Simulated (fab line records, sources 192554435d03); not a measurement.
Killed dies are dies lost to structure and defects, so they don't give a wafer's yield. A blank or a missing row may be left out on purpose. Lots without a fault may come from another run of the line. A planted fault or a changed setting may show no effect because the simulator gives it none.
Split-lot experiment | flow n5_finfet | 7 lots, 21 wafers read, on a route of 1938 steps

THE SPLIT
At N5_PASSIVATION_PASS_ETCH_47 (etches SiNx in CF4/O2, target depth 770 nm, time 385 s), the setting source_w was moved away from the recipe's 535 W on 7 of the 21 wafers read, by -17.9% to +15.8%. The other wafers ran this setting at the recipe's value.

The reading is taken at the split's own step.

THE READING
rf_vpp_V, in V, at N5_PASSIVATION_PASS_ETCH_47 (etches SiNx in CF4/O2, target depth 770 nm, time 385 s). Fault-free wafers of this fab line usually give 241 V, standard deviation 3.9 V.

wafer  | tool, chamber at the split | source_w as run, W | against the recipe | rf_vpp_V, V | against lot-mates on the recipe
L077.1 | rie_diel-04, 0             | 535                | recipe             | 235         | -
L077.3 | rie_diel-04, 3             | 535                | recipe             | 237         | -
L077.5 | rie_diel-04, 3             | 535                | recipe             | 236         | -
L075.3 | rie_diel-03, 1             | 535                | recipe             | 245         | -
L075.4 | rie_diel-03, 1             | 535                | recipe             | 245         | -
L075.5 | rie_diel-03, 3             | 535                | recipe             | 238         | -
L080.1 | rie_diel-03, 0             | 535                | recipe             | 241         | -
L080.3 | rie_diel-03, 3             | 535                | recipe             | 238         | -
L080.4 | rie_diel-03, 1             | 535                | recipe             | 246         | -
L082.3 | rie_diel-03, 0             | 535                | recipe             | 241         | -
L082.4 | rie_diel-03, 2             | 619.3              | +15.8%             | 229         | -12
L082.5 | rie_diel-03, 0             | 619.3              | +15.8%             | 223         | -18
L087.4 | rie_diel-06, 3             | 608.4              | +13.7%             | 229         | -15
L087.5 | rie_diel-06, 3             | 535                | recipe             | 244         | -
L087.6 | rie_diel-06, 2             | 608.4              | +13.7%             | 226         | -18
L091.2 | rie_diel-06, 1             | 439                | -17.9%             | 271         | +31
L091.3 | rie_diel-06, 2             | 535                | recipe             | 238         | -
L091.4 | rie_diel-06, 2             | 535                | recipe             | 242         | -
L090.3 | rie_diel-06, 2             | 559.4              | +4.6%              | 236         | -6
L090.4 | rie_diel-06, 1             | 559.4              | +4.6%              | 238         | -4
L090.6 | rie_diel-06, 1             | 535                | recipe             | 242         | -

THE FIT
A straight line over all 21 wafers: rf_vpp_V changes by -1.18 V for each +1% of source_w; r = -0.92; the points scatter about the line by 4 V.
The same after taking each lot's own level away (the mean of its wafers on the recipe; 21 wafers): -1.28 V for each +1%; r = -0.95; scatter 3.2 V.
On that fit, the largest move of source_w shifts the reading by 23 V.
The lots' own levels span 236.0 to 244.0 V, that is 2.1 times the standard deviation above.
So the lot-to-lot level changes the slope little: the two slopes agree.
Check: with one of the wafers moved furthest among these (-17.9%) left out of the fit, the line predicts +18.9 V for it against its lot-mates. It came out at +31 V against them.
Tool readings at the split's step, against how far the setting was moved: rf_vpp_V r = -0.92.

OTHER SPLITS ON THESE WAFERS
These wafers also went through other splits before the reading. Each is held against what the fit with the lots' levels taken away leaves over:
other split on the same wafers | wafers away from the commonest value | r with rf_vpp_V (lot level and that fit taken away)
N5_BEOL_M15_PEB_26 peb_time_s  | 6                                    | +0.24
N5_BEOL_M15_ETCH_61 time_s     | 10                                   | -0.09
N5_MIM_TOP_SPUTTER_03 time_s   | 8                                    | +0.43

THE WHOLE CHAIN: every reading that the file lists as answering this split, in the file's order
step                        | what it does                                           | reading                                                        | change (the file's fit)              | r (the file's)
N5_PASSIVATION_PASS_ETCH_47 | etches SiNx in CF4/O2, target depth 770 nm, time 385 s | rf_vpp_V                                                       | -1.34 V for each +1% of the setting  | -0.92
N5_PASSIVATION_PASS_ETCH_47 | etches SiNx in CF4/O2, target depth 770 nm, time 385 s | etch.depth_nm (the simulator's own value, which no gauge read) | +6.76 nm for each +1% of the setting | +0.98

THE FILE'S OWN FIT
rf_vpp_V changes by -1.34 V for each +1% of source_w, r = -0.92.
